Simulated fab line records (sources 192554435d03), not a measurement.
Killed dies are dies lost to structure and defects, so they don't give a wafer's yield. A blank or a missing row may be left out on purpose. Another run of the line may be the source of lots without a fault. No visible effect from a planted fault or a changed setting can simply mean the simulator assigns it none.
fab line records	flow n5-finfet
record: lots: 6	wafers: 18	last-day: 19
route steps=1938 shown BEOL_M12@1638 PASSIVATION@1936
lots that met no fault: from a run of the same line without faults
start-h: start of the lot's first displayed wafer, in hours after the record's first day	wait-h: hours elapsed since this lot's preceding step	" repeats the value in the row above	L1.1+2: one row covering several wafers at once	- no value, or no start was given	* or withheld: withheld	< > ~ a bound
route shown NAME@n: NAME is a module with steps in the file, n the number in the route of the first one	usual: mean/standard deviation of fault-free wafers	same: alike in all rows	chamber/n: place in a boat	sites: readings site by site	_std_site: standard deviation of those values	_edge_site: outer sites' mean less inner sites'	radius-mm: how far each site lies from the wafer's centre	mask NAME#n: copy n	behind: tool/chamber where the wafer was last shaped	hold: cause of the lot's hold/its duration in hours/its outcome	device: names the non-switching transistor (n, p or np)	end of line: at the end of the route, the tests of the same wafers	where a step has no rows: the recipe by itself	killed: count of dies lost to structure and defects at first sort (not the wafer's yield)	map: a wafer's dies, marking killed ones x, the rest . and places with no die _
set.NAME: setting as actually run; set.NAME@STEP: the setting as run at that earlier step	model.NAME: the simulator's own value behind a step, which no gauge read
a table for each step, a row for each wafer; lots at some steps of the route
services: from which hour (start-h, from the record's first day; less than 0 if before it) a tool's chamber was out of use, for how many hours, and why
== steps ==
step: N5_BEOL_M12_STRIP_69
recipe: chemistry: N2/H2	temp-c: 40	n2-flow-sccm: 200	h2-flow-sccm: 200	rf-frequency-hz: 6e+07
step: N5_BEOL_M12_TRENCH_ETCH_34
recipe: chemistry: C4F8/O2/Ar	target: SiOC	target-depth-a: 3189.5	mask-material: SOC	pressure-mtorr: 30	source-w: 3000	bias-w: 700	Ar_flow_sccm: 400	C4F8_flow_sccm: 15	O2_flow_sccm: 8	he-inner-torr: 15	he-outer-torr: 30	time-s: 125.5	ion-energy-ev: 250
usual: C4F8_flow_sccm: 15.00/0.045	drypump-motor-current-A: 5.7/0.53	he-inner-torr: 15.00/0.031	oes-product-au: 0.77/0.088	rf-vpp-V: 665/3.1	showerhead-plenum-p-Torr: 3.41/0.11	throttle-valve-pct: 24.23/0.25
lot.wafer	tool	chamber	start-h	wait-h	C4F8_flow_sccm	drypump-motor-current-A	he-inner-torr	oes-product-au	rf-hours-counter-h	rf-vpp-V	showerhead-plenum-p-Torr	throttle-valve-pct
L310.1	rie-diel-04	2	292.98	0.0	15.02	5.4	14.98	0.83	72	662	3.32	24.28
L310.4	"	1	"	"	15.01	5.3	14.97	0.90	21	671	3.63	24.09
L310.5	"	2	"	"	14.95	5.4	14.97	0.82	-	664	3.32	24.26
L311.1	rie-diel-01	2	316.44	0.0	14.93	5.1	14.98	0.94	20	664	3.38	24.35
L311.3	"	1	"	"	14.97	6.3	15.02	0.76	149	669	3.53	24.07
L311.6	"	1	"	"	14.88	6.3	14.97	0.75	-	670	3.53	24.09
L312.1	rie-diel-03	3	323.57	0.0	15.04	6.0	15.01	0.71	205	664	3.39	24.48
L312.2	"	1	"	"	14.98	6.4	14.96	0.76	131	668	3.55	24.30
L312.3	"	0	"	"	15.02	4.8	15.02	0.73	198	659	3.25	24.33
L313.2	rie-diel-03	3	346.64	0.0	14.98	6.0	15.01	0.70	214	664	3.38	24.49
L313.3	"	1	"	"	15.03	6.4	15.09	0.76	140	670	3.55	24.29
L313.5	"	0	"	"	14.98	4.8	15.00	0.72	-	662	3.24	24.35
L325.3	rie-diel-01	0	403.39	0.0	14.98	5.8	14.98	0.90	34	664	3.34	23.77
L325.4	"	1	"	"	14.99	6.3	15.03	0.72	175	669	3.52	24.11
L325.6	"	1	"	"	15.03	6.3	15.01	0.72	-	669	3.52	24.11
L331.2	rie-diel-03	1	428.55	0.0	15.00	6.4	15.05	0.73	169	669	3.53	24.34
L331.3	"	2	"	"	14.98	5.5	15.00	1.01	4	665	3.36	24.01
L331.4	"	0	"	"	15.03	4.8	15.00	0.70	239	660	3.23	24.38
step: N5_BEOL_M12_STRIP_70
recipe: chemistry: C4F8/O2/Ar	resist: SiARC	rf-frequency-hz: 6e+07
step: N5_BEOL_M12_OCD_MEAS_35
usual: trench-depth-nm: 319/5.7
lot.wafer	tool	chamber	start-h	wait-h	trench-depth-nm
L310.1	ocd-02	-	293.13	0.0	320
L310.4	"	-	"	"	326
L310.5	"	-	"	"	320
L311.1	ocd-02	-	316.59	0.0	323
L311.3	"	-	"	"	316
L311.6	"	-	"	"	315
L312.1	ocd-01	-	323.73	0.0	320
L312.2	"	-	"	"	321
L312.3	"	-	"	"	318
L313.2	ocd-01	-	346.79	0.0	321
L313.3	"	-	"	"	324
L313.5	"	-	"	"	320
L325.3	ocd-02	-	403.54	0.0	324
L325.4	"	-	"	"	311
L325.6	"	-	"	"	313
L331.2	ocd-01	-	428.70	0.0	328
L331.3	"	-	"	"	333
L331.4	"	-	"	"	322
step: N5_BEOL_M12_STRIP_37
recipe: chemistry: N2/H2	power-w: 1000	temp-c: 250	h2-frac: 0.65	overash-fraction: 0.3	pressure-mtorr: withheld	n2-flow-sccm: 1750	h2-flow-sccm: 3250
usual: drypump-motor-current-A: 5.8/0.56	heater-power-w: 347/17	oes-product-au: 0.789/0.01
lot.wafer	tool	chamber	start-h	wait-h	drypump-motor-current-A	heater-power-w	oes-product-au	rf-hours-counter-h
L310.1	plasma-asher-01	0	293.17	0.0	5.3	352	0.766	129
L310.4	"	0	"	"	5.3	341	0.797	-
L310.5	"	1	"	"	6.5	325	0.771	-
L311.1	plasma-asher-01	1	316.63	0.0	6.5	326	0.788	133
L311.3	"	0	"	"	5.3	360	0.803	-
L311.6	"	0	"	"	5.3	354	0.790	-
L312.1	plasma-asher-01	1	323.76	0.0	6.5	319	0.795	135
L312.2	"	0	"	"	5.3	350	0.771	135
L312.3	"	0	"	"	5.3	353	0.778	-
L313.2	plasma-asher-01	1	346.83	0.0	6.5	325	0.798	139
L313.3	"	1	"	"	6.5	327	0.780	-
L313.5	"	0	"	"	5.3	356	0.784	-
L325.3	plasma-asher-01	0	403.60	0.1	5.3	360	0.777	-
L325.4	"	1	"	"	6.5	329	0.800	-
L325.6	"	0	"	"	5.3	366	0.795	-
L331.2	plasma-asher-02	1	428.74	0.0	5.1	354	0.787	111
L331.3	"	0	"	"	6.0	368	0.782	-
L331.4	"	1	"	"	5.1	352	0.782	-
step: N5_BEOL_M12_ETCH_38
recipe: chemistry: CF4/N2	target: SiCN	target-depth-a: 687	taper-deg: 2	time-s: 73.4	ion-energy-ev: 150	mask-material: SiO2	pressure-mtorr: 40	source-w: 430	bias-w: 70	Ar_flow_sccm: 100	cf4-flow-sccm: 60	n2-flow-sccm: 60
step: N5_BEOL_M12_PRECLEAN_39
recipe: chemistry: residue-remover	time-s: 60	temp-c: 40
step: N5_BEOL_M12_SRD_40
recipe: time-s: 30	temp-c: 23	rinse-liquid: diw	dry: n2-spin	spin-rpm: 1500	dry-time-s: 30
step: N5_BEOL_M12_DEGAS_41
recipe: ambient: vacuum	temp-c: 250	time-s: 60
step: N5_BEOL_M12_PRE_CLEAN_42
recipe: gas: H2/He	time-s: 30	temp-c: 250
usual: heater-power-w: 328/24
lot.wafer	tool	chamber	start-h	wait-h	heater-power-w
L310.1	pvd-sputter-03	-	294.99	0.0	317
L310.4	"	-	"	"	364
L310.5	"	-	"	"	354
L311.1	pvd-sputter-03	-	319.26	0.0	296
L311.3	"	-	"	"	363
L311.6	"	-	"	"	297
L312.1	pvd-sputter-03	-	326.17	0.0	292
L312.2	"	-	"	"	364
L312.3	"	-	"	"	331
L313.2	pvd-sputter-03	-	349.06	0.0	293
L313.3	"	-	"	"	323
L313.5	"	-	"	"	345
L325.3	pvd-sputter-02	-	404.09	0.0	323
L325.4	"	-	"	"	317
L325.6	"	-	"	"	311
L331.2	pvd-sputter-03	-	432.28	0.0	332
L331.3	"	-	"	"	351
L331.4	"	-	"	"	360
step: N5_BEOL_M12_SPUTTER_43
recipe: material: TaN	target-thk-a: 150	temp-c: 50	bias-v: 168.6	power-w: 15000	chamber-pressure-pa: 0.12	time-s: 24.19
usual: cathode-dc-power-W: 15000/2.8	substrate-temp-c: 50.02/0.12	throttle-valve-pct: 30.2/0.85
lot.wafer	tool	chamber	start-h	wait-h	cathode-dc-power-W	substrate-temp-c	throttle-valve-pct
L310.1	pvd-sputter-03	-	295.03	0.0	14998	50.13	30.7
L310.4	"	-	"	"	15000	50.26	29.3
L310.5	"	-	"	"	15000	49.95	29.3
L311.1	pvd-sputter-03	-	319.30	0.0	15000	50.06	30.0
L311.3	"	-	"	"	14998	50.04	29.3
L311.6	"	-	"	"	15001	50.16	30.2
L312.1	pvd-sputter-03	-	326.21	0.0	14998	50.04	30.0
L312.2	"	-	"	"	14998	50.26	29.2
L312.3	"	-	"	"	14999	50.14	30.5
L313.2	pvd-sputter-03	-	349.10	0.0	14998	50.02	29.8
L313.3	"	-	"	"	14995	49.99	30.6
L313.5	"	-	"	"	15003	49.88	28.7
L325.3	pvd-sputter-02	-	404.13	0.0	15002	50.03	31.0
L325.4	"	-	"	"	15005	49.89	30.9
L325.6	"	-	"	"	15004	49.90	30.8
L331.2	pvd-sputter-03	-	432.32	0.0	15000	50.04	30.5
L331.3	"	-	"	"	14994	50.06	29.0
L331.4	"	-	"	"	15001	50.00	29.5
step: N5_BEOL_M12_SPUTTER_44
recipe: material: Ta	target-thk-a: 100	temp-c: 50	bias-v: 80	power-w: 15000	chamber-pressure-pa: 0.07	time-s: 16.13
usual: cathode-dc-power-W: 14999/2.5	substrate-temp-c: 50.00/0.11	throttle-valve-pct: 30.2/0.87
lot.wafer	tool	chamber	start-h	wait-h	cathode-dc-power-W	substrate-temp-c	throttle-valve-pct
L310.1	pvd-sputter-03	-	295.11	0.0	15000	50.03	30.6
L310.4	"	-	"	"	14997	49.86	29.3
L310.5	"	-	"	"	14998	50.00	29.3
L311.1	pvd-sputter-03	-	319.38	0.0	14999	50.12	30.1
L311.3	"	-	"	"	15003	49.93	29.5
L311.6	"	-	"	"	14997	50.07	29.9
L312.1	pvd-sputter-03	-	326.29	0.0	15001	50.02	29.9
L312.2	"	-	"	"	14999	49.99	29.4
L312.3	"	-	"	"	15001	50.15	30.6
L313.2	pvd-sputter-03	-	349.18	0.0	14999	50.08	30.0
L313.3	"	-	"	"	14997	49.99	30.7
L313.5	"	-	"	"	14998	49.95	28.7
L325.3	pvd-sputter-02	-	404.21	0.0	14998	50.11	31.2
L325.4	"	-	"	"	14997	50.00	31.0
L325.6	"	-	"	"	15002	49.94	31.0
L331.2	pvd-sputter-03	-	432.40	0.0	14998	50.07	30.7
L331.3	"	-	"	"	15003	49.82	28.8
L331.4	"	-	"	"	15003	49.83	29.4
step: N5_BEOL_M12_SPUTTER_45
recipe: material: Cu	target-thk-a: 800	temp-c: -20	bias-v: 60	power-w: 26000	chamber-pressure-pa: 0.13	time-s: 13.33
usual: cathode-dc-power-W: 26001/4.9	substrate-temp-c: -20.00/0.11	throttle-valve-pct: 30.2/0.84
lot.wafer	tool	chamber	start-h	wait-h	cathode-dc-power-W	substrate-temp-c	throttle-valve-pct
L310.1	pvd-sputter-03	-	295.19	0.0	26005	-19.80	30.5
L310.4	"	-	"	"	25997	-20.01	29.1
L310.5	"	-	"	"	26004	-19.96	29.2
L311.1	pvd-sputter-03	-	319.46	0.0	25998	-20.02	30.0
L311.3	"	-	"	"	25993	-19.72	29.1
L311.6	"	-	"	"	25996	-20.03	30.0
L312.1	pvd-sputter-03	-	326.37	0.0	29967	-20.21	29.9
L312.2	"	-	"	"	29965	-20.06	29.2
L312.3	"	-	"	"	29966	-19.86	30.8
L313.2	pvd-sputter-03	-	349.26	0.0	29960	-20.10	30.0
L313.3	"	-	"	"	29961	-19.95	30.6
L313.5	"	-	"	"	29953	-19.87	29.0
L325.3	pvd-sputter-02	-	404.29	0.0	26002	-20.04	31.2
L325.4	"	-	"	"	26002	-19.89	31.0
L325.6	"	-	"	"	25997	-19.95	30.9
L331.2	pvd-sputter-03	-	432.48	0.0	25997	-20.13	30.6
L331.3	"	-	"	"	26001	-20.07	28.9
L331.4	"	-	"	"	26003	-20.04	28.9
step: N5_BEOL_M12_ECD_47
recipe: material: Cu	target-thk-a: 7200
step: N5_PASSIVATION_PROBE_49
usual: defect-limited-yield: 91.4/1.2	killed_at_M0_to_M3: 34/9.1	killed_at_M4_up: 14/5.8	killed-at-contacts: 13/6	killed-at-front-end: 38/10	killed-at-other: 3.2/2.7	killed-dies: 102/14	killed-open: 68/11	killed-short: 32/7.2	sort_bin_5_function: 5.1/0.83	sort_bin_6_memory: 3.2/0.56	sort-n-pass: 1078/14	sort-yield-pct: 91.4/1.2
same: gross-dies: 1180	killed-at-back-side: 0	sort_bin_4_leakage[%]: 0	sort_bin_8_speed[%]: 0
lot.wafer	tool	chamber	start-h	wait-h	defect-limited-yield[%]	killed_at_M0_to_M3	killed_at_M4_up	killed-at-contacts	killed-at-front-end	killed-at-other	killed-dies	killed-open	killed-short	sort_bin_5_function[%]	sort_bin_6_memory[%]	sort-n-pass	sort-yield-pct[%]
L310.1	prober-01	-	325.63	0.0	92.2	33	18	13	23	5	92	63	29	3.7	4.0	1088	92.2
L310.4	prober-01	-	325.78	0.2	90.8	41	19	10	37	1	108	66	37	5.2	3.4	1072	90.8
L310.5	prober-01	-	325.83	0.2	91.0	29	14	21	41	1	106	76	30	5.6	3.3	1074	91.0
L311.1	prober-02	-	350.94	0.0	92.8	15	16	18	34	2	85	66	17	4.2	2.8	1095	92.8
L311.3	prober-02	-	351.04	0.1	91.2	24	23	22	35	0	104	71	29	4.8	3.3	1076	91.2
L311.6	prober-02	-	351.19	0.3	92.0	26	21	6	37	4	94	73	20	5.2	2.5	1086	92.0
L325.3	prober-01	-	442.31	0.4	91.8	39	4	15	35	4	97	57	37	4.5	2.9	1083	91.8
L325.4	prober-01	-	442.36	0.5	91.3	18	11	16	50	8	103	58	41	5.6	2.9	1077	91.3
L325.6	prober-01	-	442.46	0.6	92.0	44	10	7	32	1	94	64	26	4.0	3.5	1086	92.0
L331.2	prober-01	-	465.70	0.1	92.4	26	10	9	43	2	90	58	30	4.8	2.6	1090	92.4
L331.3	prober-01	-	465.75	0.1	88.4	46	21	12	57	1	137	89	47	6.9	4.3	1043	88.4
L331.4	prober-01	-	465.80	0.2	90.2	49	12	17	34	4	116	69	44	5.5	3.7	1064	90.2
killed by level:class
L310.1 MOL_CONTACT_COAG:geometric-particle:open=10 BEOL_M2:geometric-particle:open=9 BEOL_M1:geometric-particle:open=7 DUMMY_GATE:geometric-particle:open=6 BEOL_M4:geometric-particle:open=6 BEOL_M3:geometric-particle:short=5 BEOL_M5:geometric-particle:open=5 STARTING-WAFER:geometric-particle:short=5
L310.4 BEOL_M0_SAQP:geometric-particle:short=15 STI_FIN_REVEAL:geometric-particle:open=12 BEOL_M0_SAQP:geometric-particle:open=11 BEOL_M2:geometric-particle:open=9 BEOL_M4:geometric-particle:open=9 MOL_CONTACT_COAG:geometric-particle:open=7 STI_FIN_REVEAL:geometric-particle:short=5 HKMG_FIN:area-etch=5
L310.5 MOL_CONTACT_COAG:geometric-particle:open=18 FIN_SAQP:geometric-particle:open=14 STI_FIN_REVEAL:geometric-particle:open=9 BEOL_M3:geometric-particle:open=8 BEOL_M0_SAQP:geometric-particle:open=6 BEOL_M4:geometric-particle:open=6 BEOL_M2:geometric-particle:open=6 GATE_CUT:geometric-particle:short=5
L311.1 MOL_CONTACT_COAG:geometric-particle:open=14 STI_FIN_REVEAL:geometric-particle:open=9 BEOL_M4:geometric-particle:open=9 FIN_SAQP:geometric-particle:open=7 BEOL_M3:geometric-particle:open=6 MOL_CONTACT_COAG:geometric-particle:short=4 BEOL_M1:geometric-particle:open=3 BEOL_M2:geometric-particle:open=3
L311.3 MOL_CONTACT_COAG:geometric-particle:open=17 BEOL_M4:geometric-particle:open=14 FIN_SAQP:geometric-particle:short=8 BEOL_M1:geometric-particle:open=7 STI_FIN_REVEAL:geometric-particle:open=6 MOL_CONTACT_COAG:geometric-particle:short=5 BEOL_M2:geometric-particle:open=5 FIN_SAQP:geometric-particle:open=4
L311.6 STI_FIN_REVEAL:geometric-particle:open=19 BEOL_M4:geometric-particle:open=8 FIN_SAQP:geometric-particle:open=7 MOL_CONTACT_COAG:geometric-particle:open=6 BEOL_M1:geometric-particle:open=6 BEOL_M2:geometric-particle:open=6 BEOL_M0:geometric-particle:open=4 STI_FIN_REVEAL:geometric-particle:short=3
L325.3 MOL_CONTACT_COAG:geometric-particle:open=13 BEOL_M0_SAQP:geometric-particle:short=12 GATE_CUT:geometric-particle:short=9 BEOL_M2:geometric-particle:open=7 FIN_SAQP:geometric-particle:open=5 FIN_SAQP:geometric-particle:short=4 GATE_CUT:geometric-particle:open=4 BEOL_M0_SAQP:geometric-particle:open=4
L325.4 MOL_CONTACT_COAG:geometric-particle:open=14 FIN_SAQP:geometric-particle:short=13 FIN_SAQP:geometric-particle:open=9 GATE_CUT:geometric-particle:short=7 BEOL_M0_SAQP:geometric-particle:short=5 PAD_METAL:geometric-particle:open=5 STI_FIN_REVEAL:geometric-particle:open=4 PASS1_CAP:geometric-particle:short=3
L325.6 BEOL_M2:geometric-particle:open=16 MOL_CONTACT_COAG:geometric-particle:open=7 BEOL_M1:geometric-particle:short=7 FIN_SAQP:geometric-particle:open=6 BEOL_M0:geometric-particle:open=6 FIN_SAQP:geometric-particle:short=5 BEOL_M1:geometric-particle:open=5 STI_FIN_REVEAL:geometric-particle:open=4
L331.2 STI_FIN_REVEAL:geometric-particle:open=17 BEOL_M2:geometric-particle:open=8 MOL_CONTACT_COAG:geometric-particle:open=6 STI_FIN_REVEAL:geometric-particle:short=5 BEOL_M4:geometric-particle:open=5 FIN_SAQP:geometric-particle:short=4 DUMMY_GATE:geometric-particle:open=4 BEOL_M0_SAQP:geometric-particle:short=4
L331.3 STI_FIN_REVEAL:geometric-particle:open=28 FIN_SAQP:geometric-particle:short=12 MOL_CONTACT_COAG:geometric-particle:open=11 BEOL_M0_SAQP:geometric-particle:short=11 BEOL_M0_SAQP:geometric-particle:open=9 BEOL_M4:geometric-particle:open=9 BEOL_M1:geometric-particle:open=7 BEOL_M2:geometric-particle:open=6
L331.4 MOL_CONTACT_COAG:geometric-particle:open=12 BEOL_M0_SAQP:geometric-particle:short=10 BEOL_M0_SAQP:geometric-particle:open=9 STI_FIN_REVEAL:geometric-particle:open=9 BEOL_M3:geometric-particle:open=9 FIN_SAQP:geometric-particle:short=8 BEOL_M2:geometric-particle:short=8 BEOL_M2:geometric-particle:open=7
== services ==
tool	chamber	start-h	hours	kind
rie-diel-03	1	269.17	19.3	repair
rie-diel-03	0	281.58	5.7	repair
rie-diel-04	0	290.12	2.4	repair
rie-diel-01	0	292.69	-	clean
rie-diel-01	0	292.69	-	consumable-replace:focus-ring
rie-diel-01	0	292.69	15.0	scheduled-down
rie-diel-01	0	292.69	15.0	vent-cycle
rie-diel-03	3	295.82	1.8	repair
pvd-sputter-03	-	296.52	4.4	repair
rie-diel-03	1	306.78	12.7	repair
pvd-sputter-02	-	313.19	18.0	repair
rie-diel-04	1	342.50	16.4	repair
rie-diel-04	3	358.97	-	clean
rie-diel-04	3	358.97	-	consumable-replace:focus-ring
rie-diel-04	3	358.97	17.3	scheduled-down
rie-diel-04	3	358.97	17.3	vent-cycle
rie-diel-01	2	362.94	8.1	repair
rie-diel-01	1	363.66	11.4	repair
rie-diel-04	0	387.03	10.7	repair
rie-diel-03	2	395.89	-	clean
rie-diel-03	2	395.89	-	consumable-replace:focus-ring
rie-diel-03	2	395.89	23.8	scheduled-down
rie-diel-03	2	395.89	23.8	vent-cycle
rie-diel-01	-	425.24	14.6	pm
== key ==
first-sign: step: N5_BEOL_M12_SPUTTER_45	reading: cathode-dc-power-W	direction: up	sigmas: 99+	usual: *	struck: *
effect none on later readings
met-at N5_BEOL_M12_SPUTTER_45
struck-wafers L312.1,L312.2,L312.3,L313.2,L313.3,L313.5
onset-between 319.46 326.37
fault: kind: process-parameter-drift	tool: pvd-sputter-03	chamber: -	onset-h: 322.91	steps: N5_BEOL_M12_SPUTTER_45	channel: power-w	offset: *	shape: step	end-h: 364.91	acts-in: *	stated: *
